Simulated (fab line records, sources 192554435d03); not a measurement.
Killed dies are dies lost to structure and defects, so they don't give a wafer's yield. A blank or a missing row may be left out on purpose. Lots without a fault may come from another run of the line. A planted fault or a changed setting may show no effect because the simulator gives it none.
fab line records | flow n5_finfet
record lots=6 wafers=18 last_day=18
route steps=1938 shown BEOL_M0@736 BEOL_M4@1111 PASSIVATION@1936
lots that met no fault: from a run of the same line without faults
start_h: hours from the record's first day to the start of the lot's first wafer shown | wait_h: hours since the lot's step before | " the same as in the row above | L1.1+2: a row that stands for several wafers | - no value, or no start given | * or withheld: withheld | < > ~ a bound
route shown NAME@n: a module of which the file shows steps, and the number in the route of the first | usual: mean/standard deviation of fault-free wafers | same: alike in all rows | chamber/n: place in a boat | sites: the reading at each site | _std_site: their standard deviation | _edge_site: outer sites' mean less inner sites' | radius_mm: how far each site lies from the wafer's centre | mask NAME#n: copy n | behind: the tool/chamber that last shaped the wafer | hold: why the lot was held/for how many hours/how that ended | device: the transistor (n, p or np) that didn't switch | end of line: the same wafers' tests at the end of the route | a step without rows: its recipe alone | killed: dies lost to structure and defects at the first sort, not the wafer's yield | map: a wafer's dies, x killed, . not, _ none there
set.NAME: the setting as run; set.NAME@STEP: as run at that earlier step | model.NAME: the simulator's own value behind a step, which no gauge read
lots at some steps of the route; a table a step, a row a wafer
services: from which hour (start_h, from the record's first day; less than 0 if before it) a tool's chamber was out of use, for how many hours, and why
## steps
# step N5_BEOL_M0_SPUTTER_132
# recipe material=Cu target_thk_a=40 temp_c=-20 chamber_pressure_pa=0.07 power_w=withheld time_s=7.37
# usual chuck_gas_flow_sccm=1.26/0.051 chuck_sensor_temp_C=-15.8/0.54 susceptor_temp_C=-20.02/0.12 throttle_valve_pct=30.4/0.63
# columns lot.wafer tool chamber start_h wait_h chuck_gas_flow_sccm chuck_sensor_temp_C susceptor_temp_C throttle_valve_pct
L405.2 pvd_sputter-01 - 139.50 0.0 1.19 -16.2 -20.03 30.2
L405.3 " - " " 1.30 -14.9 -19.90 30.9
L405.5 " - " " 1.24 -14.9 -20.01 30.7
L410.2 pvd_sputter-01 - 176.10 0.0 1.27 -14.8 -20.14 30.8
L410.3 " - " " 1.25 -16.8 -20.05 31.4
L410.5 " - " " 1.26 -16.4 -20.22 30.4
L416.1 pvd_sputter-03 - 208.54 0.0 1.24 -14.7 -19.92 30.2
L416.2 " - " " 1.27 -15.9 -20.05 29.2
L416.5 " - " " 1.32 -15.9 -20.04 30.8
L419.1 pvd_sputter-02 - 233.35 0.0 1.21 -15.5 -20.06 30.0
L419.3 " - " " 1.21 -15.6 -20.08 30.7
L419.6 " - " " 1.30 -15.7 -20.08 30.9
L420.1 pvd_sputter-01 - 236.76 0.0 1.24 -16.3 -20.02 30.5
L420.5 " - " " 1.36 -16.4 -20.12 30.1
L420.6 " - " " 1.30 -14.8 -20.17 30.8
L423.1 pvd_sputter-02 - 252.40 0.0 1.31 -15.7 -20.08 30.0
L423.3 " - " " 1.28 -15.5 -19.90 29.9
L423.5 " - " " 1.14 -15.4 -20.01 29.9
# step N5_BEOL_M0_ANNEAL_133
# recipe temp_c=400 time_s=60 ambient=vacuum
# step N5_BEOL_M0_SPUTTER_134
# recipe material=Cu target_thk_a=40 temp_c=-20 chamber_pressure_pa=0.07 power_w=withheld time_s=7.37
# step N5_BEOL_M0_ANNEAL_135
# recipe temp_c=400 time_s=60 ambient=vacuum
# step N5_BEOL_M0_SPUTTER_141
# recipe material=Cu target_thk_a=40 temp_c=-20 chamber_pressure_pa=0.07 power_w=withheld time_s=7.37
# usual chuck_gas_flow_sccm=1.26/0.055 chuck_sensor_temp_C=-15.8/0.54 susceptor_temp_C=-19.99/0.11 throttle_valve_pct=30.5/0.62
# columns lot.wafer tool chamber start_h wait_h chuck_gas_flow_sccm chuck_sensor_temp_C susceptor_temp_C throttle_valve_pct
L405.2 pvd_sputter-01 - 139.74 0.0 1.35 -16.4 -19.97 30.2
L405.3 " - " " 1.21 -14.8 -19.97 30.9
L405.5 " - " " 1.28 -14.8 -19.87 30.8
L410.2 pvd_sputter-01 - 176.34 0.0 1.25 -14.8 -20.02 31.0
L410.3 " - " " 1.36 -16.9 -19.89 31.4
L410.5 " - " " 1.19 -16.4 -19.86 30.5
L416.1 pvd_sputter-03 - 208.78 0.0 1.27 -14.9 -19.88 30.2
L416.2 " - " " 1.17 -16.0 -20.28 29.6
L416.5 " - " " 1.13 -16.0 -19.98 30.8
L419.1 pvd_sputter-02 - 233.59 0.0 1.22 -15.6 -20.08 30.0
L419.3 " - " " 1.24 -15.6 -20.10 30.9
L419.6 " - " " 1.21 -15.8 -19.91 31.1
L420.1 pvd_sputter-01 - 237.00 0.0 1.37 -16.4 -19.97 30.3
L420.5 " - " " 1.24 -16.3 -19.82 30.2
L420.6 " - " " 1.21 -15.0 -19.85 30.9
L423.1 pvd_sputter-02 - 252.64 0.0 1.36 -15.6 -19.97 30.1
L423.3 " - " " 1.19 -15.6 -20.06 30.3
L423.5 " - " " 1.24 -15.5 -20.02 30.4
# step N5_BEOL_M0_ECD_118
# recipe material=Cu target_thk_a=3000
# step N5_BEOL_M0_ANNEAL_119
# recipe temp_c=225 time_s=90 ambient=N2
# usual wafer_temp_C_max=225.69/0.22
# columns lot.wafer tool chamber start_h wait_h wafer_temp_C_max
L405.2 rtp_anneal-02 0 139.98 0.1 226.00
L405.3 " 0 " " 225.63
L405.5 " 0 " " 225.64
L410.2 rtp_anneal-02 0 176.58 0.1 225.69
L410.3 " 0 " " 225.48
L410.5 " 0 " " 225.66
L416.1 rtp_anneal-02 0 209.11 0.2 225.62
L416.2 " 0 " " 225.56
L416.5 " 0 " " 225.95
L419.1 rtp_anneal-01 0 233.78 0.1 225.83
L419.3 " 0 " " 225.87
L419.6 " 0 " " 225.83
L420.1 rtp_anneal-02 0 237.33 0.2 225.92
L420.5 " 0 " " 226.15
L420.6 " 0 " " 225.66
L423.1 rtp_anneal-01 0 252.99 0.2 225.67
L423.3 " 0 " " 225.59
L423.5 " 0 " " 225.42
# step N5_BEOL_M0_CMP_120
# recipe stop_on=SiOC t_overpolish_s=6.9 down_force_psi=1 platen_rpm=50 clearing_platen_down_force_psi=1.5 clearing_platen_rpm=50 post_cmp_clean=cu_alkaline clearing_platen_pad_velocity_m_s=0.99484 pad_velocity_m_s=0.99484
# usual barrier_field_endpoint_s=3.68/0.11 motor_current_A=6.1/0.64 overpolish_run_s=6.900/0.0081 retaining_ring_pressure_frac=1.000/0.0048 time_to_endpoint_s=62.4/2.6
# columns lot.wafer tool chamber start_h wait_h barrier_field_endpoint_s motor_current_A overpolish_run_s retaining_ring_pressure_frac time_to_endpoint_s
L405.2 cmp-03 2 140.27 0.2 3.75 5.7 6.902 1.000 62.9
L405.3 " 0 " " 3.86 6.1 6.922 1.007 61.9
L405.5 " 1 " " 3.85 6.4 6.897 0.997 63.1
L410.3 cmp-03 3 176.83 0.2 3.76 7.2 6.898 0.995 62.5
L410.2 " 1 " " 3.59 6.3 6.895 1.002 57.7
L410.5 " 0 " " 3.71 6.0 6.906 0.996 61.0
L416.1 cmp-04 3 209.46 0.3 3.81 6.3 6.893 1.002 64.3
L416.2 " 0 " " 3.88 4.7 6.896 1.006 68.1
L416.5 " 3 " " 3.77 6.1 6.882 1.002 65.3
L419.1 cmp-02 1 234.16 0.3 3.65 7.4 6.888 0.995 60.6
L419.3 " 2 " " 3.66 5.7 6.914 0.998 63.2
L419.6 " 3 " " 3.66 6.6 6.897 1.009 62.7
L420.1 cmp-03 3 237.72 0.3 3.58 6.7 6.904 0.996 59.1
L420.5 " 1 " " 3.51 6.4 6.895 0.998 56.1
L420.6 " 2 " " 3.59 6.0 6.897 1.000 56.2
L423.1 cmp-02 3 253.30 0.3 3.61 6.6 6.904 0.997 62.2
L423.3 " 1 " " 3.58 7.3 6.894 0.997 61.9
L423.5 " 3 " " 3.53 6.4 6.899 1.003 63.2
# step N5_BEOL_M0_PRE_CLEAN_131
# recipe gas=NH3/H2 time_s=15 temp_c=* rf_power_w=300
# usual heater_power_w=77/20 susceptor_temp_C=*
# columns lot.wafer tool chamber start_h wait_h heater_power_w susceptor_temp_C
L405.2 cvd_co-02 1 140.57 0.0 69 *
L405.3 " 2 " " 52 *
L405.5 " 0 " " 110 *
L410.2 cvd_co-01 0 177.16 0.0 84 *
L410.3 " 1 " " 68 *
L410.5 " 1 " " 67 *
L416.1 cvd_co-02 1 209.75 0.0 68 *
L416.2 " 0 " " 113 *
L416.5 " 1 " " 69 *
L419.1 cvd_co-01 1 234.46 0.1 68 *
L419.3 " 2 " " 77 *
L419.6 " 0 " " 84 *
L420.1 cvd_co-02 1 237.98 0.0 68 *
L420.5 " 1 " " 66 *
L420.6 " 2 " " 52 *
L423.1 cvd_co-02 1 253.63 0.0 68 *
L423.3 " 2 " " 52 *
L423.5 " 2 " " 52 *
# step N5_BEOL_M0_CO_CAP_123
# recipe material=Co target_thk_a=20 temp_c=200 precursor=CCTBA/H2 pressure_torr=30 time_s=102.1
# step N5_BEOL_M0_PRE_CLEAN_124
# recipe gas=NH3 time_s=15 temp_c=withheld rf_power_w=300
# step N5_BEOL_M0_DEP_125
# recipe material=SiCN target_thk_a=80 temp_c=withheld precursor=3MS/NH3 pressure_torr=3 rf_w=202 time_s=14
# usual showerhead_plenum_p_Torr=3.665/0.011 throttle_valve_pct=9.2/0.57
# columns lot.wafer tool chamber start_h wait_h showerhead_plenum_p_Torr throttle_valve_pct model.SiCN_of_BEOL_M0_DEP_125.thk_nm
L405.2 pecvd-04 2 140.72 0.0 3.648 9.1 8.2
L405.3 " 0 " " 3.683 9.6 9.8
L405.5 " 1 " " 3.658 8.6 8.2
L410.2 pecvd-04 1 177.32 0.0 3.668 8.4 7.8
L410.3 " 2 " " 3.645 9.4 9.6
L410.5 " 2 " " 3.652 9.3 8.2
L416.1 pecvd-02 1 209.91 0.0 3.653 8.7 8.2
L416.2 " 0 " " 3.676 8.9 8
L416.5 " 2 " " 3.657 9.1 8
L419.1 pecvd-01 2 234.62 0.0 3.688 8.7 7.8
L419.3 " 0 " " 3.663 9.1 7.8
L419.6 " 2 " " 3.675 8.5 7.8
L420.1 pecvd-04 0 238.13 0.0 3.672 9.3 7.6
L420.5 " 0 " " 3.687 9.5 7.6
L420.6 " 1 " " 3.673 8.7 7.8
L423.1 pecvd-04 1 253.78 0.0 3.663 8.7 8
L423.3 " 0 " " 3.674 9.5 8
L423.5 " 2 " " 3.661 9.3 8
# step N5_BEOL_M0_RS_MEAS_126
# recipe thk_meas_gauge=four-point-probe reads=Co_of_BEOL_M0_CO_CAP_123+Cu_of_BEOL_M0_ECD_118+Co_of_BEOL_M0_CVD_115+TaN_of_BEOL_M0_ALD_136
# usual M0_RS=0.531/0.013
# columns lot.wafer tool chamber start_h wait_h M0_RS[ohm/sq]
L405.2 film_metro-01 - 140.79 0.1 0.539
L405.3 " - " " 0.549
L405.5 " - " " 0.514
L410.2 film_metro-01 - 177.38 0.1 0.539
L410.3 " - " " 0.524
L410.5 " - " " 0.542
L416.1 film_metro-02 - 209.98 0.0 0.517
L416.2 " - " " 0.531
L416.5 " - " " 0.522
L419.1 film_metro-02 - 234.69 0.0 0.530
L419.3 " - " " 0.518
L419.6 " - " " 0.508
L420.1 film_metro-02 - 238.20 0.0 0.559
L420.5 " - " " 0.528
L420.6 " - " " 0.555
L423.1 film_metro-02 - 253.85 0.0 0.526
L423.3 " - " " 0.540
L423.5 " - " " 0.525
# step N5_BEOL_M4_RC_MEAS_101
# usual DIBL_N=36.6/1.1 DIBL_P=36.8/1.6 IOFF_N=0.169/0.024 IOFF_P=0.206/0.028 ION_N=679/9.2 ION_P=462/7 SS_N=71.6/0.57 SS_P=73.3/0.57 VT_N=248.8/2.4 VT_P=-251/3
# columns lot.wafer tool chamber start_h wait_h DIBL_N[mV/V] DIBL_P[mV/V] IOFF_N[nA/um] IOFF_P[nA/um] ION_N[uA/um] ION_P[uA/um] SS_N[mV/dec] SS_P[mV/dec] VT_N[mV] VT_P[mV]
L405.2 prober-02 0 229.66 0.2 36.5 37.3 0.178 0.196 666 447 72.1 73.0 247.2 -253
L405.3 " 0 " " 38.0 39.8 0.223 0.238 691 457 73.3 74.0 247.8 -250
L405.5 " 0 " " 37.0 39.3 0.212 0.231 685 458 73.0 74.4 248.1 -253
L410.2 prober-01 0 245.39 0.2 37.3 36.2 0.168 0.235 685 470 71.2 73.1 245.6 -248
L410.3 " 0 " " 37.0 35.7 0.156 0.223 683 477 71.5 72.9 247.1 -249
L410.5 " 0 " " 36.1 34.9 0.150 0.222 689 471 71.3 72.8 248.8 -247
L416.1 prober-02 0 277.83 0.0 36.0 36.8 0.155 0.178 663 456 70.9 73.4 250.1 -255
L416.2 " 0 " " 35.7 36.2 0.149 0.173 679 454 71.6 73.2 251.4 -253
L416.5 " 0 " " 34.2 35.0 0.123 0.154 660 458 71.1 72.5 252.5 -256
L419.1 prober-01 0 304.79 0.0 38.7 38.7 0.226 0.232 698 466 72.6 73.9 243.9 -249
L419.3 " 0 " " 38.3 39.5 0.212 0.242 684 466 72.2 74.1 247.3 -249
L419.6 " 0 " " 37.5 36.6 0.187 0.199 677 461 72.4 72.7 248.9 -250
L420.1 prober-02 0 306.75 0.0 34.3 33.2 0.129 0.190 671 460 71.2 72.1 251.4 -249
L420.5 " 0 " " 34.7 34.1 0.139 0.202 683 462 71.3 72.2 248.3 -247
L420.6 " 0 " " 37.2 37.5 0.203 0.264 701 476 71.9 73.1 245.0 -245
L423.1 prober-02 0 345.10 0.0 35.6 35.8 0.133 0.178 673 458 70.6 73.8 252.9 -253
L423.3 " 0 " " 38.3 38.3 0.183 0.217 687 464 72.0 73.6 245.2 -253
L423.5 " 0 " " 37.6 38.9 0.179 0.229 691 473 71.5 73.2 246.8 -250
# step N5_PASSIVATION_PROBE_49
# usual defect_limited_yield=91.1/1.5 killed_at_M0_to_M3=36/11 killed_at_M4_up=14/5.6 killed_at_contacts=11/5.6 killed_at_front_end=40/12 killed_at_other=4/3.2 killed_dies=105/17 killed_on_rim=14/3.4 killed_open=69/12 killed_short=34/8.4 sort_bin_5_function=5.2/0.95 sort_bin_6_memory=3.3/0.63 sort_n_pass=1075/17 sort_yield_pct=91.1/1.5
# same gross_dies=1180 killed_at_back_side=0 sort_bin_4_leakage[%]=0 sort_bin_8_speed[%]=0
# columns lot.wafer tool chamber start_h wait_h defect_limited_yield[%] killed_at_M0_to_M3 killed_at_M4_up killed_at_contacts killed_at_front_end killed_at_other killed_dies killed_on_rim killed_open killed_short sort_bin_5_function[%] sort_bin_6_memory[%] sort_n_pass sort_yield_pct[%]
L405.2 prober-01 - 339.16 0.1 92.1 43 11 5 33 1 93 9 70 20 4.4 3.4 1087 92.1
L405.3 prober-01 - 339.21 0.1 92.0 20 8 11 50 5 94 16 58 34 4.5 3.2 1086 92.0
L405.5 prober-01 - 339.31 0.2 92.9 27 8 7 42 0 84 8 54 28 3.8 3.0 1096 92.9
L416.1 prober-02 - 380.18 0.0 93.4 15 12 9 41 1 78 9 54 23 4.0 2.6 1102 93.4
L416.2 prober-02 - 380.23 0.1 93.4 34 14 6 20 4 78 10 54 19 3.6 2.8 1102 93.4
L416.5 prober-02 - 380.38 0.2 90.8 41 15 10 35 7 108 13 67 40 5.3 3.4 1072 90.8
# killed by level:class
L405.2 BEOL_M2:geometric_particle:open=20 FIN_SAQP:geometric_particle:open=10 BEOL_M3:geometric_particle:open=9 DUMMY_GATE:geometric_particle:open=4 GATE_CUT:geometric_particle:short=4 MOL_CONTACT_COAG:geometric_particle:open=4 BEOL_M0_SAQP:geometric_particle:open=4 BEOL_M8:geometric_particle:open=4
L405.3 FIN_SAQP:geometric_particle:short=14 STI_FIN_REVEAL:geometric_particle:open=14 MOL_CONTACT_COAG:geometric_particle:open=9 FIN_SAQP:geometric_particle:open=6 STI_FIN_REVEAL:geometric_particle:short=4 GATE_CUT:geometric_particle:open=4 BEOL_M2:geometric_particle:open=4 BEOL_M4:geometric_particle:open=4
L405.5 BEOL_M2:geometric_particle:open=8 FIN_SAQP:geometric_particle:open=7 MOL_CONTACT_COAG:geometric_particle:open=6 FIN_SAQP:geometric_particle:short=5 GATE_CUT:geometric_particle:open=5 DUMMY_GATE:geometric_particle:open=5 GATE_CUT:geometric_particle:short=5 BEOL_M1:geometric_particle:open=5
L416.1 FIN_SAQP:geometric_particle:open=12 FIN_SAQP:geometric_particle:short=11 DUMMY_GATE:geometric_particle:open=7 BEOL_M4:geometric_particle:open=7 MOL_CONTACT_COAG:geometric_particle:open=5 STI_FIN_REVEAL:geometric_particle:open=4 MOL_CONTACT_COAG:geometric_particle:short=4 BEOL_M2:geometric_particle:open=4
L416.2 BEOL_M0_SAQP:geometric_particle:open=14 STI_FIN_REVEAL:geometric_particle:open=7 BEOL_M2:geometric_particle:open=7 BEOL_M0_SAQP:geometric_particle:short=5 FIN_SAQP:geometric_particle:short=4 MOL_CONTACT_COAG:geometric_particle:open=4 BEOL_M4:geometric_particle:open=4 BEOL_M1:geometric_particle:open=3
L416.5 BEOL_M0_SAQP:geometric_particle:short=12 STI_FIN_REVEAL:geometric_particle:open=11 BEOL_M0_SAQP:geometric_particle:open=9 BEOL_M3:geometric_particle:open=9 FIN_SAQP:geometric_particle:open=6 MOL_CONTACT_COAG:geometric_particle:open=6 GATE_CUT:geometric_particle:short=5 BEOL_M2:geometric_particle:open=5
## services
# columns tool chamber start_h hours kind
cmp-03 - 129.74 1.4 repair
pecvd-02 0 130.22 19.4 repair
pvd_sputter-01 - 137.31 1.3 repair
cmp-04 - 139.07 3.9 pm
cmp-04 - 148.99 0.9 repair
cvd_co-02 1 151.27 3.5 repair
pecvd-02 0 152.72 2.1 scheduled_down
cvd_co-01 - 155.57 2.8 repair
pecvd-01 1 155.91 5.5 scheduled_down
cvd_co-02 - 158.58 2.4 repair
pvd_sputter-03 - 164.50 2.8 repair
cmp-02 - 167.59 0.3 repair
cvd_co-02 - 179.15 2.8 repair
cmp-03 - 188.76 1.9 repair
pecvd-02 - 190.02 14.6 pm
pecvd-04 0 200.85 2.1 scheduled_down
cvd_co-01 - 210.62 0.6 repair
pecvd-02 0 215.90 2.2 repair
cmp-04 - 216.84 2.2 repair
cmp-04 - 233.82 0.3 repair
cvd_co-01 - 239.13 65.6 repair
cmp-03 - 246.69 4.0 pm
cmp-03 - 250.69 - consumable_replace:conditioner
cmp-03 - 250.69 - consumable_replace:pad
## key
first_sign none at tools or gauges
model_effect step=N5_BEOL_M0_DEP_125 value=SiCN_of_BEOL_M0_DEP_125.thk_nm without=7.9 struck=9.7
met_at N5_BEOL_M0_DEP_125
struck_wafers L405.3,L410.3
fault kind=process_parameter_drift tool=pecvd-04 chamber=- onset_h=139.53 steps=N5_BEOL_M0_DEP_125 channel=time_s offset=* shape=step end_h=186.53 scope=struck_wafers_only acts_in=* stated=*
